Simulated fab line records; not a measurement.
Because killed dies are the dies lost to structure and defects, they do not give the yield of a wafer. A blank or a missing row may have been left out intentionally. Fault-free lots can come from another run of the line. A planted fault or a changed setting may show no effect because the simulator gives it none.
fab line records	flow n5Finfet
record lots=14	wafers=42	lastDay=15
route steps=1938 shown FIN_CUT@176 STI_FIN_REVEAL@200 DUMMY_GATE@215 BEOL_M4@1111
lots with no fault: from the same line, run without faults
startH: hours from the record's first day to the start of the lot's first wafer shown	waitH: time in hours since the lot's previous step	" as in the row above	L1.1+2: a row that stands for several wafers	- value missing, or start not given	* or withheld: withheld	< > ~ a bound
route shown NAME@n: NAME is a module with steps in the file, n the number in the route of the first one	usual: the fault-free wafers' mean and standard deviation	same: alike in all rows	chamber/n: place in a boat	sites: the reading at each site	_std_site: the values' standard deviation	_edge_site: mean of outer sites minus mean of inner sites	radiusMm: for every site, how far away it sits from the centre of the wafer	mask NAME#n: copy n	behind: the most recent tool/chamber to have shaped the wafer	hold: the reason the lot was held/the length of the hold in hours/how it ended	device: transistor that didn't switch, given as n, p or np	end of line: the tests these same wafers got at the end of their route	a step given without rows: its recipe and nothing more	killed: count of dies lost to structure and defects at first sort (not the wafer's yield)	map: dies across one wafer; x = killed, . = not, _ = none there
set.NAME: the setting the step ran with; set.NAME@STEP: the setting that earlier step ran with	model.NAME: the simulator's own value behind a step, which no gauge read
the route's steps for a sample of lots (tables are steps, rows are wafers)
services: from which hour (startH, from the record's first day; less than 0 if before it) a tool's chamber was out of use, for how many hours, and why
## steps
# step N5_FIN_CUT_CUT_ETCH_15
# recipe chemistry=HBr/Cl2/O2	target=Si	targetDepthA=1000	btTimeS=10	maskMaterial=SOC	timeS=42.4	ionEnergyEv=*	biasW=*	pressureMtorr=10	icpW=800	HBr_flow_sccm=150	Cl2_flow_sccm=80	O2_flow_sccm=12
# usual drypumpMotorCurrentA=5.7/0.44	oesProductAu=0.999/0.017	throttleValvePct=37.25/0.25
lot.wafer	tool	chamber	startH	waitH	drypumpMotorCurrentA	oesProductAu	rfHoursCounterH	throttleValvePct
L412.1	rieSi-04	2	28.62	0.1	4.9	0.977	134	37.45
L412.4	"	0	"	"	6.5	1.029	73	36.80
L412.5	"	0	"	"	6.5	1.030	-	36.81
L413.2	rieSi-01	0	33.86	0.1	5.8	0.996	17	37.32
L413.3	"	3	"	"	5.4	1.021	170	36.86
L413.6	"	2	"	"	5.2	0.975	-	37.40
L415.2	rieSi-04	0	45.86	0.1	6.5	1.026	73	36.81
L415.3	"	3	"	"	5.8	0.980	3	37.29
L415.5	"	1	"	"	5.5	1.005	-	37.58
L416.2	rieSi-04	3	50.86	0.1	5.8	0.983	3	37.28
L416.3	"	0	"	"	6.5	1.023	74	36.80
L416.4	"	1	"	"	5.5	1.009	14	37.59
L417.1	rieSi-04	1	56.86	0.1	5.5	1.010	14	37.58
L417.2	"	2	"	"	4.9	0.963	134	37.46
L417.5	"	2	"	"	4.9	0.981	-	37.45
L418.2	rieSi-04	0	62.93	0.1	6.4	1.026	74	36.82
L418.3	"	2	"	"	4.9	0.976	135	37.46
L418.4	"	3	"	"	5.8	0.991	4	37.29
L419.3	rieSi-04	1	69.07	0.0	5.5	1.009	14	37.58
L419.4	"	0	"	"	6.5	1.028	74	36.81
L419.6	"	0	"	"	6.4	1.028	-	36.81
L420.1	rieSi-03	0	75.97	0.1	5.4	0.991	170	37.00
L420.5	"	0	"	"	5.4	0.990	-	37.00
L420.6	"	1	"	"	5.8	1.007	-	37.32
L421.2	rieSi-04	1	81.72	0.1	5.5	1.008	14	37.58
L421.4	"	0	"	"	6.4	1.028	74	36.80
L421.5	"	1	"	"	5.5	1.007	-	37.57
L422.1	rieSi-01	2	88.97	0.1	5.2	0.988	196	37.42
L422.5	"	3	"	"	5.4	1.028	-	36.87
L422.6	"	0	"	"	5.8	1.000	-	37.34
L423.2	rieSi-03	3	93.53	0.1	5.8	1.006	170	37.25
L423.3	"	1	"	"	5.8	1.014	89	37.32
L423.4	"	2	"	"	6.2	0.979	80	37.40
L424.1	rieSi-04	1	102.08	0.1	5.5	1.007	14	37.58
L424.5	"	0	"	"	6.4	1.023	-	36.81
L424.6	"	1	"	"	5.5	1.000	-	37.58
L425.2	rieSi-04	3	106.39	0.1	5.8	0.991	5	37.30
L425.4	"	1	"	"	5.5	1.002	14	37.59
L425.6	"	1	"	"	5.5	1.004	-	37.59
L427.1	rieSi-04	1	118.16	0.1	5.5	0.997	15	37.59
L427.2	"	2	"	"	4.9	0.979	136	37.46
L427.3	"	3	"	"	5.9	0.985	5	37.28
# step N5_STI_FIN_REVEAL_OXIDATION_31
# recipe chemistry=O2_PLASMA_REMOTE	tempC=150	timeS=20	pressureMtorr=1000	sourcePowerW=2000	o2FlowSccm=3000
# usual drypumpMotorCurrentA=5.57/0.18	heaterPowerW=151/14
lot.wafer	tool	chamber	startH	waitH	drypumpMotorCurrentA	heaterPowerW	rfHoursCounterH
L412.1	plasmaAsher-02	1	36.97	0.0	5.73	143	31
L412.4	"	1	"	"	5.73	148	-
L412.5	"	0	"	"	5.36	144	-
L413.2	plasmaAsher-01	0	42.31	0.0	5.39	138	83
L413.3	"	1	"	"	5.77	173	-
L413.6	"	0	"	"	5.40	135	-
L415.2	plasmaAsher-01	1	55.09	0.0	5.77	170	85
L415.3	"	0	"	"	5.38	138	-
L415.5	"	1	"	"	5.77	170	-
L416.2	plasmaAsher-01	1	59.80	0.0	5.75	170	87
L416.3	"	0	"	"	5.38	135	-
L416.4	"	1	"	"	5.76	169	-
L417.1	plasmaAsher-01	0	65.38	0.0	5.37	137	88
L417.2	"	1	"	"	5.79	172	88
L417.5	"	0	"	"	5.39	139	-
L418.2	plasmaAsher-01	1	71.34	0.0	5.77	167	90
L418.3	"	0	"	"	5.43	138	-
L418.4	"	1	"	"	5.74	171	-
L419.3	plasmaAsher-01	0	78.31	0.1	5.35	137	-
L419.4	"	1	"	"	5.76	169	-
L419.6	"	1	"	"	5.78	175	-
L420.1	plasmaAsher-02	0	88.01	0.0	5.35	148	41
L420.5	"	0	"	"	5.39	146	-
L420.6	"	1	"	"	5.75	146	-
L421.2	plasmaAsher-01	1	90.07	0.0	5.73	165	93
L421.4	"	1	"	"	5.74	169	-
L421.5	"	0	"	"	5.40	135	-
L422.1	plasmaAsher-02	1	98.20	0.0	5.75	144	44
L422.5	"	0	"	"	5.37	146	-
L422.6	"	1	"	"	5.75	143	-
L423.2	plasmaAsher-01	1	102.58	0.0	5.76	170	95
L423.3	"	0	"	"	5.44	141	-
L423.4	"	1	"	"	5.76	169	-
L424.1	plasmaAsher-01	0	111.36	0.0	5.44	139	96
L424.5	"	1	"	"	5.74	172	-
L424.6	"	0	"	"	5.42	137	-
L425.2	plasmaAsher-01	0	114.75	0.0	5.35	139	97
L425.4	"	0	"	"	5.40	140	-
L425.6	"	0	"	"	5.39	139	-
L427.1	plasmaAsher-02	1	127.18	0.0	5.74	147	49
L427.2	"	0	"	"	5.38	147	49
L427.3	"	1	"	"	5.76	145	-
# step N5_STI_FIN_REVEAL_FIN_H_MEAS_10
# usual trenchDepthNm=51.9/0.76
lot.wafer	tool	chamber	startH	waitH	trenchDepthNm
L412.1	ocd-02	-	37.52	0.0	51.5
L412.4	"	-	"	"	50.8
L412.5	"	-	"	"	52.0
L413.2	ocd-01	-	42.86	0.0	51.2
L413.3	"	-	"	"	52.3
L413.6	"	-	"	"	50.8
L415.2	ocd-02	-	55.63	0.0	52.8
L415.3	"	-	"	"	52.9
L415.5	"	-	"	"	53.1
L416.2	ocd-01	-	60.35	0.0	51.9
L416.3	"	-	"	"	51.6
L416.4	"	-	"	"	52.0
L417.1	ocd-01	-	65.92	0.0	50.4
L417.2	"	-	"	"	51.9
L417.5	"	-	"	"	50.6
L418.2	ocd-02	-	71.88	0.0	52.3
L418.3	"	-	"	"	52.1
L418.4	"	-	"	"	53.3
L419.3	ocd-01	-	78.88	0.0	52.3
L419.4	"	-	"	"	51.8
L419.6	"	-	"	"	51.9
L420.1	ocd-01	-	88.56	0.0	50.1
L420.5	"	-	"	"	50.5
L420.6	"	-	"	"	51.1
L421.2	ocd-02	-	90.62	0.0	50.7
L421.4	"	-	"	"	51.8
L421.5	"	-	"	"	52.0
L422.1	ocd-02	-	98.75	0.0	51.7
L422.5	"	-	"	"	52.0
L422.6	"	-	"	"	51.2
L423.2	ocd-02	-	103.13	0.0	52.0
L423.3	"	-	"	"	51.3
L423.4	"	-	"	"	50.7
L424.1	ocd-02	-	111.90	0.0	51.0
L424.5	"	-	"	"	50.8
L424.6	"	-	"	"	52.1
L425.2	ocd-01	-	115.32	0.0	51.1
L425.4	"	-	"	"	51.0
L425.6	"	-	"	"	52.0
L427.1	ocd-02	-	127.72	0.0	52.0
L427.2	"	-	"	"	52.5
L427.3	"	-	"	"	52.9
# step N5_DUMMY_GATE_CVD_03
# recipe material=a-Si	targetThkA=1500	tempC=530	precursor=SiH4	timeS=8042
# usual spikeTcBottomC=552.7/2.8	spikeTcCentreC=531.1/0.58	spikeTcLowerC=530.4/0.89	spikeTcTopC=553.0/2.6	spikeTcUpperC=530.2/1	susceptorTempC=529.99/0.2
lot.wafer	tool	chamber	startH	waitH	spikeTcBottomC	spikeTcCentreC	spikeTcLowerC	spikeTcTopC	spikeTcUpperC	susceptorTempC
L412.1	lpcvd-01	1/65	37.81	0.1	550.6	531.1	531.2	550.8	529.5	529.78
L412.4	"	1/79	"	"	550.6	531.1	531.2	550.8	529.5	529.78
L412.5	"	1/84	"	"	550.6	531.1	531.2	550.8	529.5	529.78
L413.2	lpcvd-01	0/20	43.14	0.1	553.2	531.5	529.6	549.9	529.8	530.02
L413.3	"	0/25	"	"	553.2	531.5	529.6	549.9	529.8	530.02
L413.6	"	0/39	"	"	553.2	531.5	529.6	549.9	529.8	530.02
L415.2	lpcvd-01	1/45	56.02	0.1	550.0	530.6	531.5	550.8	529.3	530.04
L415.3	"	1/50	"	"	550.0	530.6	531.5	550.8	529.3	530.04
L415.5	"	1/59	"	"	550.0	530.6	531.5	550.8	529.3	530.04
L416.2	lpcvd-01	1/45	60.63	0.1	550.6	531.0	531.7	550.9	529.4	529.87
L416.3	"	1/50	"	"	550.6	531.0	531.7	550.9	529.4	529.87
L416.4	"	1/54	"	"	550.6	531.0	531.7	550.9	529.4	529.87
L417.1	lpcvd-02	1/40	66.22	0.1	558.5	529.6	531.1	557.9	529.9	529.91
L417.2	"	1/45	"	"	558.5	529.6	531.1	557.9	529.9	529.91
L417.5	"	1/59	"	"	558.5	529.6	531.1	557.9	529.9	529.91
L418.2	lpcvd-02	0/45	72.18	0.1	552.5	531.0	529.4	554.4	530.9	529.60
L418.3	"	0/50	"	"	552.5	531.0	529.4	554.4	530.9	529.60
L418.4	"	0/54	"	"	552.5	531.0	529.4	554.4	530.9	529.60
L419.3	lpcvd-01	0/100	79.38	0.1	552.3	530.4	529.4	550.1	529.6	529.84
L419.4	"	0/104	"	"	552.3	530.4	529.4	550.1	529.6	529.84
L419.6	"	0/114	"	"	552.3	530.4	529.4	550.1	529.6	529.84
L420.1	lpcvd-01	1/40	89.33	0.1	550.4	531.0	530.6	550.8	528.7	530.20
L420.5	"	1/59	"	"	550.4	531.0	530.6	550.8	528.7	530.20
L420.6	"	1/64	"	"	550.4	531.0	530.6	550.8	528.7	530.20
L421.2	lpcvd-02	1/70	90.96	0.1	558.9	530.5	530.9	557.4	529.6	529.65
L421.4	"	1/79	"	"	558.9	530.5	530.9	557.4	529.6	529.65
L421.5	"	1/84	"	"	558.9	530.5	530.9	557.4	529.6	529.65
L422.1	lpcvd-01	1/15	99.91	0.1	550.4	531.0	530.7	551.3	528.7	529.92
L422.5	"	1/34	"	"	550.4	531.0	530.7	551.3	528.7	529.92
L422.6	"	1/39	"	"	550.4	531.0	530.7	551.3	528.7	529.92
L423.2	lpcvd-02	0/95	103.48	0.1	552.8	531.5	530.3	555.1	531.8	529.68
L423.3	"	0/100	"	"	552.8	531.5	530.3	555.1	531.8	529.68
L423.4	"	0/104	"	"	552.8	531.5	530.3	555.1	531.8	529.68
L424.1	lpcvd-02	1/90	112.28	0.1	542.9	514.4	514.6	542.1	513.7	513.95
L424.5	"	1/109	"	"	542.9	514.4	514.6	542.1	513.7	513.95
L424.6	"	1/114	"	"	542.9	514.4	514.6	542.1	513.7	513.95
L425.2	lpcvd-02	1/20	116.32	0.1	543.3	514.7	515.2	541.8	514.1	514.32
L425.4	"	1/29	"	"	543.3	514.7	515.2	541.8	514.1	514.32
L425.6	"	1/39	"	"	543.3	514.7	515.2	541.8	514.1	514.32
L427.1	lpcvd-01	1/15	128.01	0.1	551.2	530.3	530.9	551.2	530.3	530.13
L427.2	"	1/20	"	"	551.2	530.3	530.9	551.2	530.3	530.13
L427.3	"	1/25	"	"	551.2	530.3	530.9	551.2	530.3	530.13
# step N5_DUMMY_GATE_CMP_04
# recipe material=a-Si	postCmpClean=alkalineBrush
# usual motorCurrentA=10.2/1.2	timeToEndpointS=13.7/1.9
lot.wafer	tool	chamber	startH	waitH	motorCurrentA	timeToEndpointS
L412.4	cmp-01	0	41.61	0.1	8.6	15.4
L412.1	"	1	"	"	8.6	13.9
L412.5	"	3	"	"	10.6	16.9
L413.2	cmp-01	0	46.92	0.1	8.5	17.1
L413.3	"	1	"	"	8.6	13.6
L413.6	"	1	"	"	7.7	13.8
L415.3	cmp-01	3	59.77	0.0	11.3	14.0
L415.2	"	1	"	"	8.2	12.6
L415.5	"	0	"	"	8.6	12.4
L416.3	cmp-04	0	64.49	0.1	9.4	12.2
L416.2	"	1	"	"	9.1	15.0
L416.4	"	2	"	"	12.1	13.1
L417.2	cmp-02	3	71.85	0.1	9.8	17.4
L417.1	"	0	"	"	9.5	11.3
L417.5	"	2	"	"	11.7	13.1
L418.3	cmp-04	0	75.91	0.0	9.5	14.9
L418.2	"	2	"	"	11.9	15.5
L418.4	"	3	"	"	9.7	16.1
L419.3	cmp-02	1	83.17	0.1	10.7	17.8
L419.4	"	2	"	"	12.3	16.6
L419.6	"	0	"	"	10.1	10.1
L420.1	cmp-02	2	94.99	0.1	12.2	13.0
L420.5	"	3	"	"	10.2	14.2
L420.6	"	0	"	"	10.2	12.7
L421.2	cmp-01	0	96.60	0.1	8.8	11.9
L421.4	"	1	"	"	7.6	11.6
L421.5	"	2	"	"	9.4	12.4
L422.1	cmp-04	3	103.71	0.1	9.3	11.2
L422.5	"	1	"	"	8.7	13.7
L422.6	"	2	"	"	12.0	11.6
L423.3	cmp-04	2	109.10	0.1	12.1	14.2
L423.4	"	3	"	"	9.5	13.6
L423.2	"	0	"	"	9.6	16.4
L424.1	cmp-04	2	116.01	0.0	12.9	4.5
L424.6	"	2	"	"	12.1	2.9
L424.5	"	3	"	"	9.8	4.6
L425.4	cmp-02	0	120.12	0.1	9.7	1.5
L425.2	"	1	"	"	10.4	4.7
L425.6	"	3	"	"	9.7	4.3
L427.3	cmp-02	2	133.57	0.0	12.8	14.4
L427.2	"	3	"	"	10.5	14.3
L427.1	"	0	"	"	9.8	9.8
# step N5_BEOL_M4_RC_MEAS_101
# usual DIBL_N=36.5/1.4	DIBL_P=36.9/1.7	IOFF_N=0.163/0.023	IOFF_P=0.22/0.032	ION_N=673/9	ION_P=462/7.5	SS_N=71.6/0.54	SS_P=73.4/0.62	VT_N=249.8/2.8	VT_P=-250/3.5
lot.wafer	tool	chamber	startH	waitH	DIBL_N[mV/V]	DIBL_P[mV/V]	IOFF_N[nA/um]	IOFF_P[nA/um]	ION_N[uA/um]	ION_P[uA/um]	SS_N[mV/dec]	SS_P[mV/dec]	VT_N[mV]	VT_P[mV]
L412.1	prober-02	0	164.82	0.0	35.6	35.4	0.143	0.19	663	459	71.8	73.3	252.3	-255
L412.4	"	0	"	"	36.6	36.4	0.167	0.20	665	450	72.1	73.2	249.5	-253
L412.5	"	0	"	"	35.5	35.4	0.149	0.19	674	461	71.7	72.7	251.7	-255
L413.2	prober-01	0	167.30	0.2	35.0	35.9	0.143	0.21	657	457	71.2	73.6	253.3	-248
L413.3	"	0	"	"	37.3	38.7	0.184	0.26	680	468	71.9	74.2	247.2	-245
L413.6	"	0	"	"	36.1	37.2	0.163	0.23	663	460	72.0	73.8	250.5	-249
L415.2	prober-01	0	186.04	0.2	36.1	37.5	0.159	0.23	674	469	71.1	73.0	248.9	-247
L415.3	"	0	"	"	37.7	39.1	0.190	0.27	678	469	71.6	73.6	249.7	-248
L415.5	"	0	"	"	35.5	36.7	0.152	0.22	677	471	71.4	73.6	253.0	-252
L416.2	prober-01	0	188.16	0.2	37.6	36.9	0.182	0.29	679	470	71.9	72.8	247.3	-242
L416.3	"	0	"	"	37.0	35.2	0.159	0.25	663	466	72.1	73.0	249.2	-245
L416.4	"	0	"	"	36.0	35.0	0.147	0.25	675	472	71.5	72.7	251.0	-243
L418.2	prober-01	0	197.64	0.2	35.7	35.3	0.135	0.19	663	459	71.3	73.8	253.6	-253
L418.3	"	0	"	"	37.9	38.6	0.182	0.24	680	464	71.5	74.6	247.2	-248
L418.4	"	0	"	"	37.6	37.6	0.172	0.22	689	470	71.0	74.1	249.3	-251
L417.1	prober-02	0	210.53	0.0	37.1	37.7	0.158	0.21	673	458	71.7	73.4	250.3	-253
L417.2	"	0	"	"	38.0	39.2	0.177	0.23	682	465	71.6	73.7	247.7	-250
L417.5	"	0	"	"	38.9	40.3	0.197	0.26	686	460	72.0	74.4	247.2	-249
L419.3	prober-01	0	210.98	0.3	36.0	35.8	0.153	0.19	673	455	72.0	73.9	249.3	-253
L419.4	"	0	"	"	37.8	37.9	0.184	0.22	667	450	72.8	73.8	247.4	-251
L419.6	"	0	"	"	37.8	37.7	0.179	0.21	684	457	72.0	73.6	245.8	-253
L420.1	prober-01	0	213.11	0.0	36.0	37.5	0.176	0.25	676	468	71.8	74.1	248.6	-244
L420.5	"	0	"	"	35.8	37.3	0.174	0.25	672	469	71.7	74.3	246.6	-248
L420.6	"	0	"	"	36.5	37.8	0.187	0.27	679	469	73.1	73.4	249.4	-246
L421.2	prober-02	0	216.07	0.2	33.7	34.2	0.114	0.14	642	441	71.0	72.4	256.7	-258
L421.4	"	0	"	"	35.0	37.2	0.146	0.18	671	453	71.8	72.6	250.6	-256
L421.5	"	0	"	"	35.0	36.4	0.137	0.17	670	453	71.4	73.4	253.7	-256
L422.1	prober-02	0	233.35	0.0	36.8	36.6	0.161	0.23	678	466	71.1	73.2	252.8	-248
L422.5	"	0	"	"	34.4	33.9	0.132	0.19	672	465	70.5	72.3	252.3	-247
L422.6	"	0	"	"	36.3	36.0	0.153	0.23	672	460	71.6	73.4	251.1	-249
L423.2	prober-02	0	246.91	0.2	37.1	38.5	0.184	0.22	680	458	71.3	74.1	245.7	-253
L423.3	"	0	"	"	36.3	37.9	0.174	0.21	664	456	72.3	73.2	247.0	-251
L423.4	"	0	"	"	36.3	36.7	0.162	0.20	667	450	72.1	73.7	249.6	-253
L427.1	prober-01	0	250.54	0.0	37.3	38.5	0.196	0.24	682	462	71.8	74.2	245.1	-249
L427.2	"	0	"	"	38.3	39.0	0.204	0.25	694	464	71.9	74.2	244.8	-248
L427.3	"	0	"	"	36.1	36.6	0.161	0.22	687	469	70.9	74.0	248.7	-249
## services
tool	chamber	startH	hours	kind
rieSi-04	2	15.35	3.9	repair
cmp-04	-	27.47	2.4	repair
rieSi-03	2	34.06	17.5	repair
cmp-01	-	34.52	5.7	pm
cmp-04	-	45.71	4.0	pm
cmp-04	-	49.71	-	consumableReplace:conditioner
cmp-04	-	49.71	-	consumableReplace:pad
rieSi-03	-	55.66	4.0	pm
plasmaAsher-02	-	61.68	3.9	repair
rieSi-01	1	63.56	5.6	repair
cmp-01	-	69.00	8.9	pm
rieSi-04	1	72.76	8.3	repair
cmp-01	-	90.16	0.3	repair
cmp-01	-	107.33	3.7	repair
cmp-04	-	111.68	2.5	repair
rieSi-04	0	117.91	1.8	repair
rieSi-01	2	124.27	-	clean
rieSi-01	2	124.27	15.6	scheduledDown
rieSi-01	2	124.27	15.6	ventCycle
cmp-02	-	126.50	6.1	repair
## key
firstSign step=N5_DUMMY_GATE_CVD_03	reading=susceptorTempC	direction=down	sigmas=79	usual=*	struck=*
effect step=N5_DUMMY_GATE_CVD_03	reading=spikeTcCentreC	direction=down	sigmas=28	usual=531.1	struck=514.5
effect step=N5_DUMMY_GATE_CMP_04	reading=timeToEndpointS	direction=down	sigmas=5.2	usual=*	struck=*
metAt N5_DUMMY_GATE_CVD_03
struckLots L424,L425
laterRowsLeftOut L424.1,L424.5,L424.6,L425.2,L425.4,L425.6
sortLeftOut L424.1,L424.5,L424.6,L425.2,L425.4,L425.6
notActingAt N5_FIN_CUT_CUT_ETCH_15,N5_STI_FIN_REVEAL_OXIDATION_31,N5_STI_FIN_REVEAL_FIN_H_MEAS_10
fault kind=processParameterDrift	tool=lpcvd-02	chamber=-	onsetH=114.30	steps=N5_DUMMY_GATE_CVD_03	channel=tempC	offset=*	shape=step	endH=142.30	actsIn=*	stated=*
# sortLeftOut: the simulated sort isn't trusted on such a fault, so these wafers' sort isn't shown, and their yield isn't known
# laterRowsLeftOut: the simulator's readings of these wafers behind a module that went badly wrong aren't trusted and aren't shown, but for the sort
